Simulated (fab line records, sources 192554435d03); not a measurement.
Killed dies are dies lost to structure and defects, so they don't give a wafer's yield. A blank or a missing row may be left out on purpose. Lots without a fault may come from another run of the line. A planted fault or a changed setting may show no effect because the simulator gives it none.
fab line records | flow n5_finfet
record lots=10 wafers=29 last_day=17
route steps=1938 shown BEOL_M0@745 BEOL_M1@766 BEOL_M4@1111 PASSIVATION@1936
lots that met no fault: from a run of the same line without faults
start_h: hours from the record's first day to the start of the lot's first wafer shown | wait_h: hours since the lot's step before | " the same as in the row above | L1.1+2: a row that stands for several wafers | - no value, or no start given | * or withheld: withheld | < > ~ a bound
route shown NAME@n: a module of which the file shows steps, and the number in the route of the first | usual: mean/standard deviation of fault-free wafers | same: alike in all rows | chamber/n: place in a boat | sites: the reading at each site | _std_site: their standard deviation | _edge_site: outer sites' mean less inner sites' | radius_mm: how far each site lies from the wafer's centre | mask NAME#n: copy n | behind: the tool/chamber that last shaped the wafer | hold: why the lot was held/for how many hours/how that ended | device: the transistor (n, p or np) that didn't switch | end of line: the same wafers' tests at the end of the route | a step without rows: its recipe alone | killed: dies lost to structure and defects at the first sort, not the wafer's yield | map: a wafer's dies, x killed, . not, _ none there
set.NAME: the setting as run; set.NAME@STEP: as run at that earlier step | model.NAME: the simulator's own value behind a step, which no gauge read
steps of the route over a sample of lots; a table a step, a row a wafer
services: from which hour (start_h, from the record's first day; less than 0 if before it) a tool's chamber was out of use, for how many hours, and why
## steps
# step N5_BEOL_M0_PRE_CLEAN_131
# recipe gas=NH3/H2 time_s=15 temp_c=* rf_power_w=300
# usual heater_power_w=82/18 rf_fwd_power_W=297.9/0.93
# columns lot.wafer tool chamber start_h wait_h heater_power_w rf_fwd_power_W
L893.3 cvd_co-01 1 122.26 0.0 73 299.2
L893.5 " 2 " " 83 297.9
L894.1 cvd_co-02 0 135.89 0.0 93 297.8
L894.2 " 2 " " 104 296.8
L894.5 " 0 " " 94 299.0
L896.3 cvd_co-02 1 145.41 0.0 56 298.8
L896.5 " 0 " " 94 296.4
L896.6 " 1 " " 57 297.4
L898.2 cvd_co-02 1 161.99 0.0 57 297.7
L898.4 " 2 " " 105 297.1
L898.5 " 1 " " 59 297.5
L897.1 cvd_co-02 0 162.15 0.0 93 296.4
L897.4 " 1 " " 58 299.0
L897.6 " 2 " " 102 297.0
L904.1 cvd_co-02 0 195.29 0.0 92 296.6
L904.3 " 2 " " 103 299.2
L904.4 " 0 " " 93 298.5
L908.1 cvd_co-01 2 216.69 0.0 83 297.1
L908.2 " 0 " " 55 298.5
L908.3 " 2 " " 86 295.1
L911.1 cvd_co-02 2 245.95 0.0 103 297.0
L911.3 " 1 " " 60 299.2
L911.5 " 1 " " 59 298.5
L912.1 cvd_co-01 0 247.41 0.0 54 298.0
L912.2 " 2 " " 83 297.6
L912.5 " 1 " " 72 297.3
L913.2 cvd_co-02 0 248.09 0.0 94 297.6
L913.3 " 2 " " 102 298.1
L913.5 " 2 " " 104 299.2
# step N5_BEOL_M1_INSPECT_13
# recipe mode=adi inspect_instrument=brightfield
# usual raw_defect_count=386/89
# columns lot.wafer tool chamber start_h wait_h raw_defect_count
L893.3 defect_inspect-01 - 127.28 0.0 443
L893.5 " - " " 316
L894.1 defect_inspect-01 - 138.39 0.1 430
L894.2 " - " " 297
L894.5 " - " " 262
L896.3 defect_inspect-02 - 148.44 0.0 374
L896.5 " - " " 403
L896.6 " - " " 327
L898.2 defect_inspect-02 - 163.44 0.0 454
L898.4 " - " " 314
L898.5 " - " " 347
L897.1 defect_inspect-02 - 163.54 0.1 372
L897.4 " - " " 376
L897.6 " - " " 457
L904.1 defect_inspect-02 - 196.31 0.1 211
L904.3 " - " " 332
L904.4 " - " " 285
L908.1 defect_inspect-01 - 218.23 0.1 471
L908.2 " - " " 430
L908.3 " - " " 353
L911.1 defect_inspect-02 - 251.68 0.1 444
L911.3 " - " " 532
L911.5 " - " " 433
L912.1 defect_inspect-02 - 252.15 0.1 521
L912.2 " - " " 524
L912.5 " - " " 367
L913.2 defect_inspect-02 - 252.32 0.0 507
L913.3 " - " " 499
L913.5 " - " " 549
# step N5_BEOL_M1_ETCH_64
# recipe chemistry=N2/H2 target=SOC target_depth_a=750 overetch_a=150 mask_material=SiARC temp_c=40 time_s=112.5 ion_energy_ev=200 pressure_mtorr=30 source_w=840 bias_w=150 n2_flow_sccm=200 h2_flow_sccm=200
# usual bias_w=150.0/0.43 drypump_motor_current_A=5.8/0.5 oes_product_au=0.59/0.042 rf_fwd_power_W=836.4/2.6 rf_vpp_V=523.5/2.6 showerhead_plenum_p_Torr=2.53/0.087 throttle_valve_pct=17.88/0.14
# columns lot.wafer tool chamber start_h wait_h bias_w drypump_motor_current_A oes_product_au rf_fwd_power_W rf_hours_counter_h rf_vpp_V showerhead_plenum_p_Torr throttle_valve_pct
L893.3 rie_diel-02 2 127.41 0.0 150.1 4.9 0.59 837.3 172 524.2 2.53 17.71
L893.5 " 2 " " 149.6 4.9 0.59 834.7 - 523.1 2.53 17.73
L894.1 rie_diel-02 1 138.70 0.0 150.0 6.1 0.58 835.9 180 525.2 2.61 17.61
L894.2 " 0 " " 149.5 5.8 0.59 838.5 149 524.3 2.54 17.68
L894.5 " 2 " " 150.2 5.0 0.59 839.1 - 522.5 2.53 17.73
L896.3 rie_diel-02 0 148.56 0.0 150.2 5.7 0.58 836.0 152 521.9 2.54 17.67
L896.5 " 2 " " 149.6 5.0 0.59 842.1 - 521.3 2.53 17.73
L896.6 " 1 " " 150.3 6.2 0.58 833.9 - 525.7 2.61 17.61
L898.2 rie_diel-01 2 163.55 0.0 149.9 5.9 0.58 837.9 180 525.2 2.63 17.92
L898.4 " 3 " " 150.1 5.0 0.56 828.6 190 519.6 2.43 17.98
L898.5 " 3 " " 150.0 5.0 0.57 829.5 - 520.2 2.43 17.99
L897.1 rie_diel-02 3 163.76 0.0 150.2 5.9 0.56 831.3 194 521.0 2.43 17.98
L897.4 " 0 " " 149.8 5.7 0.59 838.9 - 523.3 2.53 17.68
L897.6 " 3 " " 149.4 5.9 0.56 831.7 - 520.9 2.44 18.00
L904.1 rie_diel-02 1 196.60 0.0 150.9 6.2 0.57 833.1 195 526.3 2.60 17.63
L904.3 " 2 " " 149.3 5.0 0.58 834.5 191 522.8 2.52 17.77
L904.4 " 0 " " 150.5 5.7 0.57 841.6 169 523.1 2.53 17.70
L908.1 rie_diel-01 2 218.34 0.0 151.1 5.9 0.57 837.6 197 526.9 2.62 17.96
L908.2 " 3 " " 150.2 5.0 0.56 833.9 207 520.8 2.42 18.01
L908.3 " 0 " " 150.0 6.1 0.61 834.6 161 521.9 2.43 17.96
L911.1 rie_diel-01 3 251.83 0.0 149.8 5.0 0.55 835.2 216 520.6 2.42 18.04
L911.3 " 2 " " 149.9 6.0 0.57 834.2 206 527.4 2.62 17.94
L911.5 " 0 " " 150.4 6.0 0.60 837.6 - 521.4 2.43 17.97
L912.1 rie_diel-01 2 252.27 0.0 150.0 6.0 0.56 834.0 207 525.5 2.62 17.95
L912.2 " 3 " " 149.9 5.0 0.55 836.0 216 519.5 2.42 18.03
L912.5 " 1 " " 150.9 6.5 0.68 836.9 - 523.5 2.59 17.84
L913.2 rie_diel-05 3 252.43 0.0 150.8 5.6 0.55 837.9 239 525.4 2.62 18.00
L913.3 " 1 " " 150.3 5.7 0.56 836.1 195 519.4 2.41 18.31
L913.5 " 0 " " 150.5 5.8 0.65 834.4 - 527.9 2.66 17.75
# step N5_BEOL_M1_CD_MEAS_18
# recipe pitch_nm=36 target_cd_nm=18
# usual cd_nm=18.0/0.32
# columns lot.wafer tool chamber start_h wait_h cd_nm
L893.3 cd_sem-02 - 127.76 0.1 18.3
L893.5 " - " " 18.0
L894.1 cd_sem-03 - 139.05 0.0 17.6
L894.2 " - " " 18.0
L894.5 " - " " 18.3
L896.3 cd_sem-02 - 149.06 0.1 18.2
L896.5 " - " " 18.0
L896.6 " - " " 18.3
L898.2 cd_sem-02 - 163.99 0.1 17.6
L898.4 " - " " 17.8
L898.5 " - " " 17.4
L897.1 cd_sem-02 - 164.14 0.0 17.8
L897.4 " - " " 17.8
L897.6 " - " " 17.9
L904.1 cd_sem-01 - 196.95 0.0 17.9
L904.3 " - " " 18.3
L904.4 " - " " 19.6
L908.1 cd_sem-03 - 218.69 0.0 18.2
L908.2 " - " " 18.1
L908.3 " - " " 18.1
L911.1 cd_sem-01 - 252.18 0.0 18.0
L911.3 " - " " 18.0
L911.5 " - " " 17.9
L912.1 cd_sem-02 - 252.64 0.0 17.6
L912.2 " - " " 18.2
L912.5 " - " " 17.2
L913.2 cd_sem-02 - 252.78 0.1 17.6
L913.3 " - " " 17.5
L913.5 " - " " 17.9
# step N5_BEOL_M1_OVL_MEAS_29
# recipe points_per_wafer=522
# usual V0_OVL=0.5/0.67
# columns lot.wafer tool chamber start_h wait_h V0_OVL[nm]
L893.3 overlay-02 0 128.12 0.0 1.8
L893.5 " 0 " " 0.3
L894.1 overlay-01 0 139.45 0.0 1.8
L894.2 " 0 " " 1.6
L894.5 " 0 " " 1.1
L896.3 overlay-01 0 149.55 0.0 0.8
L896.5 " 0 " " 0.6
L896.6 " 0 " " -0.1
L898.2 overlay-02 0 164.47 0.0 0.3
L898.4 " 0 " " 0.9
L898.5 " 0 " " 0.3
L897.1 overlay-01 0 164.64 0.0 0.2
L897.4 " 0 " " 0.4
L897.6 " 0 " " -0.1
L904.1 overlay-02 0 197.30 0.0 0.3
L904.3 " 0 " " 0.5
L904.4 " 0 " " 0.5
L908.1 overlay-01 0 219.04 0.0 2.0
L908.2 " 0 " " 0.7
L908.3 " 0 " " 1.2
L911.1 overlay-01 0 252.53 0.0 0.2
L911.3 " 0 " " -0.8
L911.5 " 0 " " -0.8
L912.1 overlay-01 0 252.99 0.0 -0.7
L912.2 " 0 " " 0.0
L912.5 " 0 " " -0.8
L913.2 overlay-02 0 253.26 0.0 0.1
L913.3 " 0 " " 0.5
L913.5 " 0 " " 1.3
# step N5_BEOL_M4_RC_MEAS_101
# usual DIBL_N=36.0/1.6 DIBL_P=36.1/2 IOFF_N=0.160/0.029 IOFF_P=0.21/0.039 ION_N=675/13 ION_P=464/8.8 SS_N=71.5/0.58 SS_P=73.3/0.65 VT_N=250/3.3 VT_P=-249/3.6
# columns lot.wafer tool chamber start_h wait_h DIBL_N[mV/V] DIBL_P[mV/V] IOFF_N[nA/um] IOFF_P[nA/um] ION_N[uA/um] ION_P[uA/um] SS_N[mV/dec] SS_P[mV/dec] VT_N[mV] VT_P[mV]
L893.3 prober-01 0 169.61 0.3 37.5 36.4 0.174 0.24 666 460 71.8 74.0 251 -248
L893.5 " 0 " " 36.0 34.5 0.149 0.21 667 460 71.1 72.7 251 -250
L894.1 prober-01 0 175.16 0.0 34.1 34.5 0.128 0.17 666 456 72.0 72.5 252 -252
L894.2 " 0 " " 36.9 37.5 0.173 0.22 693 473 71.0 73.4 248 -248
L894.5 " 0 " " 33.7 33.5 0.118 0.15 665 452 71.2 72.2 255 -255
L896.3 prober-02 0 191.35 0.3 33.7 35.3 0.146 0.19 678 463 71.2 73.1 250 -252
L896.5 " 0 " " 32.2 33.5 0.118 0.17 675 466 70.8 72.7 253 -250
L896.6 " 0 " " 35.7 37.8 0.175 0.23 678 463 70.7 73.7 247 -249
L898.2 prober-01 0 204.50 0.2 36.7 38.2 0.177 0.22 677 454 70.9 74.5 250 -250
L898.4 " 0 " " 35.7 37.7 0.172 0.22 671 461 71.7 73.8 249 -252
L898.5 " 0 " " 34.9 35.4 0.150 0.18 657 447 71.5 73.5 252 -254
L897.1 prober-02 0 204.65 0.0 38.0 36.8 0.166 0.23 681 471 71.6 73.6 250 -248
L897.4 " 0 " " 36.7 35.3 0.154 0.22 677 465 70.8 73.0 250 -249
L897.6 " 0 " " 37.5 37.1 0.152 0.23 670 465 72.2 73.3 252 -247
L904.1 prober-02 0 238.06 0.0 35.3 34.1 0.138 0.19 681 470 70.5 73.3 251 -252
L904.3 " 0 " " 35.9 35.1 0.154 0.20 678 472 70.8 72.9 250 -251
L904.4 " 0 " " 36.4 35.6 0.165 0.21 694 474 72.1 73.4 247 -250
L908.1 prober-02 0 267.89 0.0 34.5 34.8 0.138 0.19 657 455 71.2 72.6 252 -250
L908.2 " 0 " " 35.9 37.2 0.166 0.25 673 467 71.7 73.0 249 -246
L908.3 " 0 " " 35.9 36.8 0.171 0.23 682 470 71.7 73.5 246 -249
L913.2 prober-02 0 294.61 0.2 31.8 33.0 0.115 0.18 667 461 70.8 72.4 256 -250
L913.3 " 0 " " 32.8 34.9 0.123 0.21 663 468 71.1 73.2 254 -246
L913.5 " 0 " " 35.6 37.3 0.171 0.24 681 471 71.3 73.8 249 -247
L911.1 prober-01 0 297.94 0.0 34.8 34.0 0.146 0.17 687 463 70.9 72.3 247 -252
L911.3 " 0 " " 36.2 35.5 0.154 0.20 681 469 71.5 73.7 248 -250
L911.5 " 0 " " 36.8 35.9 0.174 0.21 699 468 71.2 73.0 247 -250
L912.1 prober-02 0 301.11 0.0 35.4 35.1 0.146 0.20 695 478 71.2 72.2 249 -251
L912.2 " 0 " " 36.8 36.5 0.159 0.22 675 466 71.7 73.2 251 -248
L912.5 " 0 " " 38.6 39.2 0.210 0.27 706 479 72.0 74.0 247 -247
# step N5_PASSIVATION_PROBE_49
# usual defect_limited_yield=91.0/1.3 killed_at_M0_to_M3=36/9.5 killed_at_M4_up=14/5.6 killed_at_contacts=12/6.4 killed_at_front_end=40/10 killed_at_other=3.2/3 killed_dies=107/15 killed_open=69/12 killed_short=35/7.7 sort_bin_5_function=5.3/0.91 sort_bin_6_memory=3.3/0.65 sort_n_pass=1073/15 sort_yield_pct=91.0/1.3
# same gross_dies=1180 killed_at_back_side=0 sort_bin_4_leakage[%]=0 sort_bin_8_speed[%]=0
# columns lot.wafer tool chamber start_h wait_h defect_limited_yield[%] killed_at_M0_to_M3 killed_at_M4_up killed_at_contacts killed_at_front_end killed_at_other killed_dies killed_open killed_short sort_bin_5_function[%] sort_bin_6_memory[%] sort_n_pass sort_yield_pct[%]
L904.1 prober-02 - 347.34 0.0 93.6 19 9 8 36 3 75 33 40 3.5 2.3 1105 93.6
L904.3 prober-02 - 347.44 0.1 92.9 33 13 8 27 3 84 54 29 3.7 3.0 1096 92.9
L904.4 prober-02 - 347.49 0.2 92.4 23 9 7 43 8 90 50 32 3.8 3.1 1090 92.4
L908.2 prober-01 - 381.96 0.1 88.6 51 16 14 50 3 134 95 37 6.9 4.2 1046 88.6
L911.1 prober-02 - 404.61 0.0 90.3 38 13 7 53 3 114 63 49 5.4 3.6 1066 90.3
L911.3 prober-02 - 404.71 0.1 88.8 57 10 6 58 1 132 84 47 7.0 3.6 1048 88.8
L911.5 prober-02 - 404.81 0.2 91.7 34 14 6 43 1 98 60 35 5.0 3.1 1082 91.7
# killed by level:class
L904.1 FIN_SAQP:geometric_particle:short=9 FIN_SAQP:geometric_particle:open=6 MOL_CONTACT_COAG:geometric_particle:open=6 BEOL_M0_SAQP:geometric_particle:short=5 BEOL_M1:geometric_particle:short=5 BEOL_M0_SAQP:geometric_particle:open=4 GATE_CUT:geometric_particle:short=3 ILD0:geometric_particle:open=3
L904.3 BEOL_M0_SAQP:geometric_particle:short=14 BEOL_M0_SAQP:geometric_particle:open=9 FIN_SAQP:geometric_particle:open=8 MOL_CONTACT_COAG:geometric_particle:open=8 BEOL_M1:geometric_particle:open=7 FIN_SAQP:geometric_particle:short=4 BEOL_M4:geometric_particle:open=4 BEOL_M3:geometric_particle:open=3
L904.4 FIN_SAQP:geometric_particle:short=15 HKMG_FIN:area_etch=7 MOL_CONTACT_COAG:geometric_particle:open=6 BEOL_M1:geometric_particle:open=6 BEOL_M3:geometric_particle:open=6 GATE_CUT:geometric_particle:open=5 BEOL_M4:geometric_particle:open=5 GATE_CUT:geometric_particle:short=4
L908.2 STI_FIN_REVEAL:geometric_particle:open=11 BEOL_M1:geometric_particle:open=10 FIN_SAQP:geometric_particle:open=9 BEOL_M2:geometric_particle:open=9 BEOL_M0_SAQP:geometric_particle:open=9 MOL_CONTACT_COAG:geometric_particle:open=8 BEOL_M0:geometric_particle:open=7 GATE_CUT:geometric_particle:short=6
L911.1 FIN_SAQP:geometric_particle:short=26 FIN_SAQP:geometric_particle:open=17 BEOL_M0_SAQP:geometric_particle:open=14 BEOL_M0_SAQP:geometric_particle:short=10 MOL_CONTACT_COAG:geometric_particle:open=5 BEOL_M1:geometric_particle:open=5 BEOL_M2:geometric_particle:open=5 BEOL_M4:geometric_particle:open=5
L911.3 FIN_SAQP:geometric_particle:open=23 FIN_SAQP:geometric_particle:short=21 BEOL_M0_SAQP:geometric_particle:open=14 BEOL_M0_SAQP:geometric_particle:short=13 BEOL_M1:geometric_particle:open=9 BEOL_M3:geometric_particle:open=7 MOL_CONTACT_COAG:geometric_particle:open=6 DUMMY_GATE:geometric_particle:open=6
L911.5 FIN_SAQP:geometric_particle:short=15 FIN_SAQP:geometric_particle:open=10 BEOL_M1:geometric_particle:open=8 BEOL_M0_SAQP:geometric_particle:open=7 STI_FIN_REVEAL:geometric_particle:open=6 BEOL_M0_SAQP:geometric_particle:short=5 BEOL_M2:geometric_particle:open=5 BEOL_M4:geometric_particle:open=5
## services
# columns tool chamber start_h hours kind
rie_diel-02 1 113.71 14.4 repair
cvd_co-02 1 114.67 - clean
cvd_co-02 1 114.67 22.0 scheduled_down
cvd_co-02 1 114.67 22.0 vent_cycle
cvd_co-01 1 151.35 13.2 repair
rie_diel-02 1 163.00 10.2 repair
rie_diel-05 1 177.64 1.4 repair
rie_diel-01 0 181.02 4.1 repair
cvd_co-02 1 181.35 6.2 repair
cvd_co-02 - 186.63 0.6 repair
cvd_co-01 1 207.09 17.2 repair
## key
first_sign step=N5_BEOL_M1_CD_MEAS_18 reading=cd_nm direction=up sigmas=4.8 usual=18.0 struck=19.6
effect none on later readings
met_at N5_BEOL_M1_ETCH_64
struck_lots L904
struck_wafers L904.4
not_acting_at N5_BEOL_M0_PRE_CLEAN_131,N5_BEOL_M1_INSPECT_13,N5_BEOL_M1_OVL_MEAS_29
onset_between 163.76 196.60
fault kind=process_parameter_drift tool=rie_diel-02 chamber=- onset_h=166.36 steps=N5_BEOL_M1_ETCH_64 channel=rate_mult offset=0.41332 shape=step end_h=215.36 scope=struck_wafers_only
